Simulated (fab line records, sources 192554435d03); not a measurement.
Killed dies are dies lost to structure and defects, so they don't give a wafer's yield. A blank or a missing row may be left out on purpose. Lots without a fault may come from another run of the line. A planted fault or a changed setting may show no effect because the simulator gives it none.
Chamber matching | flow n5_finfet | N5_GATE_CUT_ETCH_37 on rie_diel-04: 3 sister chambers
The step etches SOC in N2/H2, target depth 60 nm, overetch 12 nm, time 90 s. 3 wafers are shown with their chamber, then 5 later ones without.

WAFERS WITH THEIR CHAMBER
wafer  | chamber | showerhead_plenum_p_Torr (Torr)
L086.3 | 0       | 2.50
L087.2 | 3       | 2.58
L087.5 | 1       | 2.50

WAFERS WITHOUT THEIR CHAMBER
wafer  | showerhead_plenum_p_Torr (Torr)
L088.1 | 2.50
L088.2 | 2.58
L088.6 | 2.50
L090.4 | 2.50
L090.6 | 2.49

WHICH CHAMBER EACH WENT THROUGH
wafer  | from the rows above     | in truth
L088.1 | can't be placed: 0 or 1 | 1
L088.2 | 3                       | 3
L088.6 | can't be placed: 0 or 1 | 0
L090.4 | can't be placed: 0 or 1 | 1
L090.6 | can't be placed: 0 or 1 | 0
Placed correctly: 1 of 5. Can't be placed from these rows: 4 (the true chamber is among the candidates in 4). Placed wrongly: 0.
How it was worked out, from the rows above alone: a wafer's distance from a chamber is the root of the sum, over the readings, of the square of ((its reading less the chamber's mean) divided by the reading's scatter). The wafer belongs to the nearest chamber; if the next one is less than 2 further off, it can't be placed. A chamber's mean is the mean of its shown wafers. The scatter: with one shown wafer a chamber, the root of the mean of the squares of how far each hidden wafer lies from its nearest shown one.
